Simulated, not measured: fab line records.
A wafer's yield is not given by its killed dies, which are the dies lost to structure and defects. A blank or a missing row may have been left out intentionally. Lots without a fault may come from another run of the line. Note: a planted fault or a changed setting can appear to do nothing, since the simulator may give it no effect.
fab line records | flow nandHarc
record lots=12 wafers=36 lastDay=33
route steps=1302 shown P_STI@92 P_GATE@157
lots with no fault: from the same line, run without faults
startH: the number of hours between the record's first day and the start of the first shown wafer of the lot | waitH: time in hours since the lot's previous step | " as in the row above | L1.1+2: several wafers, shown together as one row | - no value present, or no start provided | * or withheld: withheld | < > ~ a bound
route shown NAME@n: names a module that has steps shown in the file, with the first one's number in the route | usual: average and standard deviation across the fault-free wafers | same: alike in all rows | chamber/n: place in a boat | sites: readings site by site | _std_site: standard deviation of those values | _edge_site: the outer-site mean with the inner-site mean subtracted | radiusMm: how far each site lies from the wafer's centre | mask NAME#n: copy n | behind: the last tool/chamber to shape the wafer | hold: why the lot went on hold/how many hours it stayed there/how the hold came to an end | device: transistor that didn't switch, given as n, p or np | end of line: the tests these same wafers got at the end of their route | a step with no rows: only its recipe | killed: the dies lost at the first sort to structure and to defects; this is not the yield of the wafer | map: the dies of a wafer, with x for killed, . for not killed, _ for no die there
set.NAME: setting as actually run; set.NAME@STEP: the setting as run at that earlier step | model.NAME: the simulator's own value behind a step, which no gauge read
the route's steps for a sample of lots (tables are steps, rows are wafers)
services: from which hour (startH, from the record's first day; less than 0 if before it) a tool's chamber was out of use, for how many hours, and why
## steps
# step NHARC_P_STI_OCD_MEAS_17
# usual trenchDepthNm=302/3.4 trenchFootCdNm=158.9/1.9
# columns lot.wafer tool chamber startH waitH trenchDepthNm trenchFootCdNm
L537.1 ocd-01 - 46.76 0.1 298 160.0
L537.4 " - " " 301 160.2
L537.5 " - " " 301 156.9
L539.2 ocd-02 - 65.48 0.1 309 159.1
L539.3 " - " " 307 156.9
L539.4 " - " " 305 162.2
L540.2 ocd-01 - 74.82 0.1 300 160.8
L540.5 " - " " 306 158.1
L540.6 " - " " 304 158.2
L541.1 ocd-02 - 83.58 0.1 301 160.2
L541.3 " - " " 300 159.4
L541.5 " - " " 297 157.2
L543.4 ocd-01 - 104.16 0.1 301 163.0
L543.5 " - " " 302 159.6
L543.6 " - " " 300 159.5
L545.3 ocd-01 - 123.85 0.1 304 160.6
L545.4 " - " " 303 156.8
L545.5 " - " " 301 159.6
L547.2 ocd-02 - 147.22 0.1 306 157.8
L547.3 " - " " 301 161.5
L547.6 " - " " 301 161.0
L552.3 ocd-02 - 195.42 0.1 302 156.4
L552.4 " - " " 298 156.2
L552.5 " - " " 300 160.8
L557.1 ocd-01 - 244.23 0.1 299 163.0
L557.4 " - " " 299 160.3
L557.5 " - " " 302 158.1
L558.2 ocd-01 - 257.82 0.1 304 156.7
L558.5 " - " " 304 159.5
L558.6 " - " " 300 159.0
L559.1 ocd-01 - 264.60 0.1 303 159.8
L559.5 " - " " 305 159.9
L559.6 " - " " 304 160.3
L560.1 ocd-02 - 273.16 0.1 298 159.2
L560.4 " - " " 306 156.2
L560.5 " - " " 306 158.4
# step NHARC_P_GATE_STRIP_101
# recipe timeS=20 o2FlowSccm=500 arFlowSccm=0 biasW=0 chemistry=O2
# usual drypumpMotorCurrentA=5.9/0.52 oesProductAu=0.995/0.0094 rfVppV=57.9/0.83 showerheadPlenumPTorr=3.54/0.13 throttleValvePct=17.036/0.0081
# columns lot.wafer tool chamber startH waitH drypumpMotorCurrentA oesProductAu rfHoursCounterH rfVppV showerheadPlenumPTorr throttleValvePct
L537.4 rieDiel-09 3 108.21 0.1 6.3 0.991 9 58.1 3.43 17.039
L537.1 " 1 " " 6.2 0.981 4 58.2 3.63 17.044
L537.5 " 2 " " 6.1 0.996 - 57.2 3.59 17.048
L539.2 rieDiel-09 1 128.30 0.1 6.2 0.993 5 56.5 3.63 17.047
L539.4 " 2 " " 6.1 0.998 10 57.3 3.59 17.038
L539.3 " 3 " " 6.3 1.004 10 58.9 3.43 17.032
L540.2 rieDiel-09 1 133.16 0.1 6.2 1.001 5 57.9 3.63 17.035
L540.6 " 3 " " 6.3 1.002 - 58.0 3.43 17.031
L540.5 " 0 " " 6.4 1.000 - 56.4 3.39 17.016
L541.1 rieDiel-13 2 144.77 0.1 5.5 0.984 7 58.8 3.67 17.032
L541.3 " 0 " " 6.1 1.010 6 56.6 3.44 17.031
L541.5 " 1 " " 5.5 1.021 - 59.5 3.67 17.039
L543.4 rieDiel-02 0 171.51 0.1 6.6 0.982 10 59.4 3.40 17.029
L543.5 " 1 " " 4.9 0.986 - 57.0 3.44 17.018
L543.6 " 2 " " 6.2 1.003 - 58.1 3.76 17.038
L545.3 rieDiel-09 1 186.97 0.1 6.2 1.006 2 56.4 3.63 17.033
L545.4 " 0 " " 6.4 0.977 2 58.4 3.39 17.043
L545.5 " 2 " " 6.1 1.001 - 57.0 3.59 17.041
L547.3 rieDiel-02 0 209.62 0.1 6.6 0.985 12 57.5 3.39 17.038
L547.2 " 1 " " 4.9 0.999 13 56.7 3.44 17.029
L547.6 " 2 " " 6.2 0.998 - 58.4 3.76 17.044
L552.3 rieDiel-02 3 261.21 0.1 5.5 0.987 1 56.8 3.37 17.019
L552.4 " 1 " " 4.9 0.989 2 57.5 3.44 17.037
L552.5 " 3 " " 5.5 0.991 - 59.1 3.37 17.023
L557.1 rieDiel-02 0 305.15 0.1 6.6 0.986 5 57.8 3.39 17.044
L557.4 " 3 " " 5.5 0.969 4 56.4 3.37 17.035
L557.5 " 1 " " 5.0 0.997 - 56.4 3.44 17.040
L558.2 rieDiel-13 2 321.93 0.1 5.5 0.997 7 57.3 3.67 17.033
L558.5 " 3 " " 5.1 1.002 - 58.4 3.63 17.036
L558.6 " 0 " " 6.2 1.002 - 58.2 3.44 17.026
L559.1 rieDiel-13 0 325.92 0.1 6.2 1.004 7 57.7 3.44 17.032
L559.6 " 2 " " 5.5 0.999 - 58.5 3.67 17.042
L559.5 " 3 " " 5.1 0.991 - 58.1 3.63 17.039
L560.4 rieDiel-13 3 333.72 0.1 5.1 0.993 9 58.3 3.63 17.040
L560.1 " 1 " " 5.5 1.011 7 57.8 3.66 17.030
L560.5 " 3 " " 5.1 0.987 - 57.9 3.63 17.032
# step NHARC_P_GATE_EXPOSE_56
# recipe na=0.6 targetCdNm=720 doseMj=14.81 maskId=P_PSD
# usual exposureDoseMJCm2=14.811/0.016
# columns lot.wafer tool chamber startH waitH mask exposureDoseMJCm2
L537.1 krfScanner-01 0 110.62 - P_PSD#0 14.843
L537.4 " 0 " " P_PSD#0 14.825
L537.5 " 0 " " P_PSD#0 14.812
L539.2 krfScanner-01 0 130.82 - P_PSD#0 14.814
L539.3 " 0 " " P_PSD#0 14.795
L539.4 " 0 " " P_PSD#0 14.800
L540.2 krfScanner-01 0 135.61 - P_PSD#0 14.815
L540.5 " 0 " " P_PSD#0 14.775
L540.6 " 0 " " P_PSD#0 14.780
L541.1 krfScanner-01 0 147.05 - P_PSD#0 14.825
L541.3 " 0 " " P_PSD#0 14.822
L541.5 " 0 " " P_PSD#0 14.819
L543.4 krfScanner-03 0 173.89 - P_PSD#0 14.793
L543.5 " 0 " " P_PSD#0 14.812
L543.6 " 0 " " P_PSD#0 14.811
L545.3 krfScanner-04 0 189.50 - P_PSD#0 14.808
L545.4 " 0 " " P_PSD#0 14.779
L545.5 " 0 " " P_PSD#0 14.814
L547.2 krfScanner-01 0 212.14 - P_PSD_R1#0 14.807
L547.3 " 0 " " P_PSD_R1#0 14.799
L547.6 " 0 " " P_PSD_R1#0 14.808
L552.3 krfScanner-01 0 263.61 - P_PSD#0 14.801
L552.4 " 0 " " P_PSD#0 14.816
L552.5 " 0 " " P_PSD#0 14.810
L557.1 krfScanner-01 0 307.66 - P_PSD#0 14.807
L557.4 " 0 " " P_PSD#0 14.848
L557.5 " 0 " " P_PSD#0 14.830
L558.2 krfScanner-01 0 324.31 - P_PSD#0 14.804
L558.5 " 0 " " P_PSD#0 14.794
L558.6 " 0 " " P_PSD#0 14.816
L559.1 krfScanner-04 0 328.44 - P_PSD#0 14.779
L559.5 " 0 " " P_PSD#0 14.807
L559.6 " 0 " " P_PSD#0 14.799
L560.1 krfScanner-04 0 335.99 - P_PSD#0 14.823
L560.4 " 0 " " P_PSD#0 14.805
L560.5 " 0 " " P_PSD#0 14.816
# step NHARC_P_GATE_CD_MEAS_59
# recipe targetCdNm=720 landingEnergyEv=500
# usual cdNm=718.9/2.3
# columns lot.wafer tool chamber startH waitH cdNm
L537.1 cdSem-03 0 110.78 - 714.4
L537.4 " 0 " " 718.2
L537.5 " 0 " " 715.2
L539.2 cdSem-02 0 130.98 - 720.5
L539.3 " 0 " " 720.7
L539.4 " 0 " " 722.1
L540.2 cdSem-01 0 135.76 - 714.8
L540.5 " 0 " " 711.4
L540.6 " 0 " " 717.2
L541.1 cdSem-03 0 147.21 - 720.8
L541.3 " 0 " " 721.3
L541.5 " 0 " " 720.3
L543.4 cdSem-02 0 174.04 - 718.0
L543.5 " 0 " " 715.2
L543.6 " 0 " " 718.4
L545.3 cdSem-01 0 189.65 - 716.8
L545.4 " 0 " " 715.2
L545.5 " 0 " " 717.9
L547.2 cdSem-03 0 212.30 - 722.8
L547.3 " 0 " " 727.4
L547.6 " 0 " " 724.2
L552.3 cdSem-02 0 263.76 - 720.3
L552.4 " 0 " " 718.6
L552.5 " 0 " " 719.8
L557.1 cdSem-01 0 307.82 - 723.9
L557.4 " 0 " " 721.2
L557.5 " 0 " " 722.5
L558.2 cdSem-02 0 324.46 - 721.0
L558.5 " 0 " " 721.5
L558.6 " 0 " " 720.4
L559.1 cdSem-02 0 328.60 - 719.2
L559.5 " 0 " " 717.4
L559.6 " 0 " " 719.7
L560.1 cdSem-02 0 336.14 - 721.3
L560.4 " 0 " " 720.7
L560.5 " 0 " " 722.3
# step NHARC_P_GATE_STRIP_95
# recipe powerW=1500 tempC=250 chemistry=O2
# usual drypumpMotorCurrentA=6.26/0.2 heaterPowerW=349/33
# columns lot.wafer tool chamber startH waitH drypumpMotorCurrentA heaterPowerW rfHoursCounterH
L537.1 plasmaAsher-01 1 113.74 0.5 6.18 312 23
L537.4 " 0 " " 5.86 320 -
L537.5 " 1 " " 6.17 303 -
L539.2 plasmaAsher-02 1 134.10 0.5 6.47 383 12
L539.4 " 0 " " 6.32 372 -
L539.3 " 1 " " 6.47 375 -
L540.2 plasmaAsher-01 1 138.60 0.5 6.16 301 29
L540.5 " 0 " " 5.86 311 -
L540.6 " 1 " " 6.16 299 -
L541.1 plasmaAsher-01 0 150.04 0.6 5.88 311 31
L541.3 " 1 " " 6.17 308 -
L541.5 " 0 " " 5.88 314 -
L543.4 plasmaAsher-01 0 177.01 0.4 5.89 314 -
L543.5 " 0 " " 5.87 305 -
L543.6 " 1 " " 6.16 291 -
L545.4 plasmaAsher-02 0 192.68 0.4 6.29 380 -
L545.3 " 1 " " 6.43 385 -
L545.5 " 0 " " 6.29 378 -
L547.2 plasmaAsher-01 1 215.13 0.6 6.16 297 8
L547.3 " 1 " " 6.14 294 -
L547.6 " 0 " " 5.88 310 -
L552.3 plasmaAsher-01 0 266.61 0.4 5.88 313 -
L552.4 " 1 " " 6.16 299 -
L552.5 " 0 " " 5.89 316 -
L557.1 plasmaAsher-01 1 310.81 0.5 6.15 290 28
L557.4 " 1 " " 6.16 286 -
L557.5 " 1 " " 6.15 295 -
L558.2 plasmaAsher-02 0 327.46 0.5 6.30 362 15
L558.6 " 1 " " 6.46 375 -
L558.5 " 0 " " 6.29 365 -
L559.1 plasmaAsher-02 0 331.42 0.6 6.32 369 16
L559.6 " 0 " " 6.31 368 -
L559.5 " 1 " " 6.43 373 -
L560.1 plasmaAsher-02 1 338.98 0.5 6.41 360 18
L560.4 " 0 " " 6.30 363 -
L560.5 " 0 " " 6.29 373 -
## services
# columns tool chamber startH hours kind
rieDiel-09 2 89.10 9.4 repair
rieDiel-13 1 90.09 24.4 repair
plasmaAsher-02 - 90.18 3.4 repair
rieDiel-13 3 121.84 8.2 repair
krfScanner-01 - 140.00 4.0 pm
rieDiel-09 - 143.10 9.0 pm
plasmaAsher-01 - 165.00 9.0 pm
rieDiel-13 - 165.00 9.0 pm
krfScanner-01 - 165.13 0.3 repair
rieDiel-02 2 176.32 5.1 repair
krfScanner-01 - 190.88 0.3 repair
rieDiel-02 - 216.79 9.0 pm
rieDiel-09 1 225.27 7.2 repair
rieDiel-02 - 245.40 0.6 repair
rieDiel-09 2 248.53 4.6 repair
rieDiel-13 0 251.41 1.9 repair
plasmaAsher-02 - 252.29 9.0 pm
plasmaAsher-01 - 261.53 0.6 repair
rieDiel-13 3 279.35 7.7 repair
rieDiel-09 2 297.16 7.6 repair
krfScanner-01 - 312.00 4.0 pm
rieDiel-13 0 314.81 3.6 repair
rieDiel-09 - 320.10 9.0 pm
plasmaAsher-02 - 335.00 0.7 repair
## key
firstSign step=NHARC_P_GATE_EXPOSE_56 reading=mask direction=changed
effect step=NHARC_P_GATE_CD_MEAS_59 reading=cdNm direction=up sigmas=2.6 usual=718.9 struck=724.8
metAt NHARC_P_GATE_EXPOSE_56
struckLots L547
testerLeftOut L547
notActingAt NHARC_P_STI_OCD_MEAS_17,NHARC_P_GATE_STRIP_101,NHARC_P_GATE_STRIP_95
onsetBetween 147.05 212.14
fault kind=wrongMask tool=any chamber=- onsetH=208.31 steps=NHARC_P_GATE_EXPOSE_56 auxCopy=P_PSD_R1#0 cdOffsetNm=7.3819 scope=struckLotsOnly
# testerLeftOut: of these lots the tester's yield and bins aren't shown, on N5 and GAA mostly nor the transistor test; their killed dies are dies lost to structure and defects alone, not to doping, threshold or leakage, so they don't give the yield
